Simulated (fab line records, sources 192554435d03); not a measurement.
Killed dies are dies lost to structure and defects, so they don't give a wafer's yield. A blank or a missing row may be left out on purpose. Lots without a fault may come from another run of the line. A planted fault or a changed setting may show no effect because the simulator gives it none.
Which tool did it? | flow n5_finfet | 23 lots, 69 wafers sampled, at 4 steps of a route of 1938

WHAT THE GAUGES READ, wafer by wafer
N5_HKMG_FIN_THK_MEAS_70: measures by xrf. Usual: HK_THK 1.580 nm, standard deviation 0.02.
lot  | measured    | on            | HK_THK (nm)       | flag
L074 | day 5 10:51 | film_metro-02 | 1.612 1.598 1.622 |
L076 | day 4 16:47 | film_metro-01 | 1.566 1.582 1.566 |
L075 | day 4 20:38 | film_metro-01 | 1.588 1.585 1.574 |
L077 | day 5 03:19 | film_metro-02 | 1.606 1.593 1.647 |
L078 | day 5 06:04 | film_metro-01 | 1.572 1.576 1.589 |
L079 | day 5 11:47 | film_metro-01 | 1.579 1.564 1.576 |
L080 | day 5 15:44 | film_metro-02 | 1.533 1.576 1.571 |
L081 | day 5 18:59 | film_metro-02 | 1.596 1.559 1.579 |
L082 | day 6 03:16 | film_metro-01 | 1.584 1.564 1.576 |
L084 | day 6 11:38 | film_metro-01 | 1.578 1.561 1.580 |
L085 | day 6 23:02 | film_metro-01 | 1.576 1.573 1.597 |
L086 | day 7 11:45 | film_metro-02 | 1.572 1.574 1.625 |
L087 | day 7 14:57 | film_metro-01 | 1.578 1.586 1.593 |
L088 | day 7 16:48 | film_metro-01 | 1.574 1.594 1.576 |
L090 | day 7 23:36 | film_metro-02 | 1.577 1.607 1.586 |
L089 | day 8 01:20 | film_metro-01 | 1.573 1.581 1.570 |
L091 | day 8 10:31 | film_metro-02 | 1.618 1.553 1.615 |
L092 | day 8 14:44 | film_metro-01 | 1.593 1.581 1.579 |
L093 | day 8 19:37 | film_metro-01 | 1.568 1.577 1.583 |
L094 | day 9 03:29 | film_metro-02 | 1.591 1.540 1.545 |
L095 | day 9 10:31 | film_metro-02 | 1.604 1.583 1.563 |
L096 | day 9 14:53 | film_metro-01 | 1.563 1.545 1.534 |
L097 | day 9 23:57 | film_metro-02 | 1.576 1.599 1.588 |

N5_HKMG_FIN_CD_MEAS_12: target cd 92.8 nm. Usual: cd_nm 93.1 nm, standard deviation 0.56.
lot  | measured     | on        | cd_nm (nm)     | flag
L074 | day 5 11:43  | cd_sem-03 | 93.0 93.3 93.1 |
L076 | day 4 17:32  | cd_sem-01 | 92.5 92.2 92.1 |
L075 | day 4 21:30  | cd_sem-02 | 92.8 93.8 93.5 |
L077 | day 5 04:11  | cd_sem-02 | 92.5 93.3 92.0 |
L078 | day 5 06:56  | cd_sem-03 | 92.9 92.5 93.5 |
L079 | day 5 12:32  | cd_sem-02 | 93.1 93.2 93.1 |
L080 | day 5 16:36  | cd_sem-02 | 93.9 93.2 93.0 |
L081 | day 5 19:44  | cd_sem-02 | 92.4 93.5 92.6 |
L082 | day 6 04:01  | cd_sem-03 | 92.5 93.4 92.9 |
L084 | day 6 12:31  | cd_sem-01 | 93.3 93.1 93.2 |
L085 | day 6 23:55  | cd_sem-03 | 93.2 93.3 92.7 |
L086 | day 7 12:30  | cd_sem-03 | 93.5 92.9 92.0 |
L087 | day 7 15:50  | cd_sem-01 | 93.8 93.3 92.9 |
L088 | day 7 17:41  | cd_sem-02 | 92.9 92.8 93.7 |
L090 | day 8 00:29  | cd_sem-02 | 93.6 93.2 92.5 |
L089 | day 8 02:05  | cd_sem-02 | 93.3 92.7 93.5 |
L091 | day 8 11:16  | cd_sem-03 | 93.8 93.1 93.7 |
L092 | day 8 15:36  | cd_sem-02 | 93.5 93.4 94.2 |
L093 | day 8 20:29  | cd_sem-01 | 91.9 93.1 94.0 |
L094 | day 9 04:22  | cd_sem-02 | 93.0 93.6 92.3 |
L095 | day 9 11:23  | cd_sem-01 | 94.1 93.7 94.2 |
L096 | day 9 15:45  | cd_sem-02 | 93.2 93.1 93.1 |
L097 | day 10 00:50 | cd_sem-03 | 93.4 94.1 93.9 |

WHICH TOOL RAN EACH LOT (tool, then ch and the chambers of the sampled wafers, then the start)
lot  | N5_SDB_DESCUM_16                  | N5_HKMG_FIN_ETCH_58
L074 | rie_diel-01 ch 1,2, day 3 22:42   | rie_diel-05 ch 1,2,3, day 4 04:40
L076 | rie_diel-01 ch 0,2,3, day 4 07:17 | rie_diel-03 ch 0,3, day 4 14:28
L075 | rie_diel-03 ch 0,2,3, day 4 11:52 | rie_diel-03 ch 2,3, day 4 18:32
L077 | rie_diel-01 ch 1,2,3, day 4 17:16 | rie_diel-03 ch 2,3, day 5 01:05
L078 | rie_diel-01 ch 0,3, day 4 20:52   | rie_diel-01 ch 0,1,2, day 5 03:44
L079 | rie_diel-01 ch 1,2,3, day 5 00:55 | rie_diel-05 ch 0,1,3, day 5 09:18
L080 | rie_diel-01 ch 0,1,2, day 5 05:38 | rie_diel-01 ch 0,1,2, day 5 13:38
L081 | rie_diel-05 ch 1,2,3, day 5 10:55 | rie_diel-03 ch 2,3, day 5 16:50
L082 | rie_diel-01 ch 0,1,3, day 5 19:19 | rie_diel-01 ch 1,2,3, day 6 01:08
L084 | rie_diel-03 ch 0,2, day 6 03:41   | rie_diel-03 ch 0,2, day 6 09:32
L085 | rie_diel-05 ch 0,1,2, day 6 14:49 | rie_diel-03 ch 0,2, day 6 20:39
L086 | rie_diel-01 ch 0,1, day 7 03:43   | rie_diel-03 ch 0,1, day 7 09:39
L087 | rie_diel-03 ch 0,1, day 7 06:37   | rie_diel-03 ch 0,1,2, day 7 12:47
L088 | rie_diel-03 ch 1,2,3, day 7 08:43 | rie_diel-01 ch 0,1, day 7 14:41
L090 | rie_diel-05 ch 1,2, day 7 15:46   | rie_diel-01 ch 0,1,3, day 7 21:26
L089 | rie_diel-05 ch 2,3, day 7 16:41   | rie_diel-05 ch 2,3, day 7 23:11
L091 | rie_diel-05 ch 2,3, day 8 02:25   | rie_diel-01 ch 0,1,3, day 8 08:24
L092 | rie_diel-05 ch 1,2,3, day 8 06:25 | rie_diel-03 ch 0,2, day 8 12:19
L093 | rie_diel-01 ch 0,1,3, day 8 11:07 | rie_diel-03 ch 0,2,3, day 8 17:31
L094 | rie_diel-05 ch 2,3, day 8 18:58   | rie_diel-01 ch 1,3, day 9 01:20
L095 | rie_diel-03 ch 0,2,3, day 9 02:08 | rie_diel-01 ch 0,2,3, day 9 08:20
L096 | rie_diel-05 ch 0,1,3, day 9 06:55 | rie_diel-01 ch 0,1,3, day 9 12:42
L097 | rie_diel-05 ch 1,2, day 9 15:17   | rie_diel-03 ch 1,3, day 9 21:50
- N5_SDB_DESCUM_16: chemistry O2, time 7.9 s.
- N5_HKMG_FIN_ETCH_58: etches SOC in N2/H2, target depth 215.8 nm, time 741 s.

WHAT THE TOOLS THEMSELVES READ (means of the sampled wafers that have a number; where no wafer has one, the mark that the record gives instead)
N5_SDB_DESCUM_16. Usual: bias_power_w 20.00 W, standard deviation 0.051; drypump_motor_current_A 5.5 A, standard deviation 0.54; oes_product_au 0.82 a.u., standard deviation 0.068; rf_vpp_V 243.8 V, standard deviation 1.5; showerhead_plenum_p_Torr 2.14 Torr, standard deviation 0.07; throttle_valve_pct 20.50 %, standard deviation 0.21.
lot  | tool        | bias_power_w (W) | drypump_motor_current_A (A) | oes_product_au (a.u.) | rf_vpp_V (V) | showerhead_plenum_p_Torr (Torr) | throttle_valve_pct (%) | flag
L074 | rie_diel-01 | 19.99            | 5.0                         | 0.83                  | 243.9        | 2.19                            | 20.63                  |
L076 | rie_diel-01 | 19.95            | 5.6                         | 0.79                  | 244.3        | 2.17                            | 20.37                  |
L075 | rie_diel-03 | 20.02            | 5.8                         | 0.77                  | 243.6        | 2.11                            | 20.64                  |
L077 | rie_diel-01 | 19.98            | 5.1                         | 0.81                  | 244.1        | 2.17                            | 20.48                  |
L078 | rie_diel-01 | 20.04            | 6.0                         | 0.81                  | 243.5        | 2.13                            | 20.17                  |
L079 | rie_diel-01 | 19.96            | 5.2                         | 0.80                  | 245.0        | 2.17                            | 20.49                  |
L080 | rie_diel-01 | 19.97            | 5.5                         | 0.84                  | 244.2        | 2.15                            | 20.44                  |
L081 | rie_diel-05 | 19.97            | 5.3                         | 0.89                  | 243.7        | 2.17                            | 20.41                  |
L082 | rie_diel-01 | 19.99            | 5.6                         | 0.83                  | 243.4        | 2.14                            | 20.29                  |
L084 | rie_diel-03 | 19.98            | 5.4                         | 0.78                  | 244.1        | 2.15                            | 20.70                  |
L085 | rie_diel-05 | 20.03            | 5.8                         | 0.87                  | 243.3        | 2.10                            | 20.51                  |
L086 | rie_diel-01 | 19.99            | 5.6                         | 0.86                  | 243.8        | 2.13                            | 20.37                  |
L087 | rie_diel-03 | 19.98            | 5.4                         | 0.79                  | 243.9        | 2.14                            | 20.47                  |
L088 | rie_diel-03 | 20.05            | 5.6                         | 0.76                  | 243.2        | 2.08                            | 20.73                  |
L090 | rie_diel-05 | 19.96            | 5.6                         | 0.88                  | 244.4        | 2.16                            | 20.39                  |
L089 | rie_diel-05 | 19.99            | 4.9                         | 0.86                  | 244.6        | 2.22                            | 20.46                  |
L091 | rie_diel-05 | 19.98            | 4.9                         | 0.86                  | 245.1        | 2.22                            | 20.48                  |
L092 | rie_diel-05 | 20.03            | 5.3                         | 0.86                  | 244.2        | 2.16                            | 20.45                  |
L093 | rie_diel-01 | 20.07            | 5.7                         | 0.79                  | 243.2        | 2.13                            | 20.32                  |
L094 | rie_diel-05 | 19.92            | 5.3                         | 0.86                  | 244.6        | 2.21                            | 20.44                  |
L095 | rie_diel-03 | 20.00            | 5.8                         | 0.73                  | 242.7        | 2.09                            | 20.73                  |
L096 | rie_diel-05 | 20.04            | 5.5                         | 0.84                  | 242.0        | 2.10                            | 20.59                  |
L097 | rie_diel-05 | 19.97            | 5.6                         | 0.86                  | 244.3        | 2.15                            | 20.41                  |

N5_HKMG_FIN_ETCH_58. Usual: drypump_motor_current_A 5.6 A, standard deviation 0.51; oes_product_au 0.79 a.u., standard deviation 0.066; rf_vpp_V 99.3 V, standard deviation 0.96; showerhead_plenum_p_Torr 2.58 Torr, standard deviation 0.084; throttle_valve_pct 17.88 %, standard deviation 0.13.
lot  | tool        | drypump_motor_current_A (A) | oes_product_au (a.u.) | rf_vpp_V (V) | showerhead_plenum_p_Torr (Torr) | throttle_valve_pct (%) | flag
L074 | rie_diel-05 | 5.3                         | 0.90                  | 99.9         | 2.64                            | 17.82                  |
L076 | rie_diel-03 | 5.9                         | 0.78                  | 100.0        | 2.60                            | 17.91                  |
L075 | rie_diel-03 | 5.6                         | 0.77                  | 98.6         | 2.52                            | 17.98                  |
L077 | rie_diel-03 | 5.6                         | 0.77                  | 99.2         | 2.52                            | 17.98                  |
L078 | rie_diel-01 | 5.5                         | 0.84                  | 99.3         | 2.61                            | 17.74                  |
L079 | rie_diel-05 | 5.5                         | 0.87                  | 100.4        | 2.55                            | 17.84                  |
L080 | rie_diel-01 | 5.5                         | 0.83                  | 99.0         | 2.61                            | 17.74                  |
L081 | rie_diel-03 | 6.0                         | 0.74                  | 98.4         | 2.47                            | 18.05                  |
L082 | rie_diel-01 | 5.2                         | 0.80                  | 98.7         | 2.62                            | 17.77                  |
L084 | rie_diel-03 | 5.4                         | 0.78                  | 99.6         | 2.59                            | 17.93                  |
L085 | rie_diel-03 | 5.6                         | 0.78                  | 99.3         | 2.63                            | 17.91                  |
L086 | rie_diel-03 | 5.4                         | 0.80                  | 99.1         | 2.61                            | 17.89                  |
L087 | rie_diel-03 | 5.4                         | 0.78                  | 99.4         | 2.60                            | 17.93                  |
L088 | rie_diel-01 | 5.6                         | 0.85                  | 99.6         | 2.59                            | 17.72                  |
L090 | rie_diel-01 | 5.6                         | 0.80                  | 99.1         | 2.60                            | 17.74                  |
L089 | rie_diel-05 | 5.3                         | 0.88                  | 100.0        | 2.70                            | 17.84                  |
L091 | rie_diel-01 | 5.6                         | 0.79                  | 99.5         | 2.60                            | 17.74                  |
L092 | rie_diel-03 | 5.6                         | 0.76                  | 99.5         | 2.62                            | 17.95                  |
L093 | rie_diel-03 | 5.7                         | 0.74                  | 99.9         | 2.54                            | 18.02                  |
L094 | rie_diel-01 | 5.3                         | 0.80                  | 98.7         | 2.60                            | 17.75                  |
L095 | rie_diel-01 | 5.6                         | 0.74                  | 99.5         | 2.61                            | 17.83                  |
L096 | rie_diel-01 | 5.7                         | 0.78                  | 98.6         | 2.60                            | 17.76                  |
L097 | rie_diel-03 | 5.9                         | 0.71                  | 98.6         | 2.46                            | 18.08                  |

THE ANSWER, worked out from the rows above alone
Rule: a lot is off if the mean of its wafers that have a number lies more than 3 standard deviations from the usual mean. A lot without any number at a reading at which 4 lots or more have one is off too. The other lots that the step has rows for count as sound. The gauges are gone through in route order, then the tools' own readings, and for those a lot's mean is taken as printed above. The first step at which some lot is off is used, and at that step the reading that is off furthest; a lot without a number counts as furthest.
No lot is off at any reading shown: from this, nothing can be told.

WHAT THE SIMULATOR HAD PUT IN
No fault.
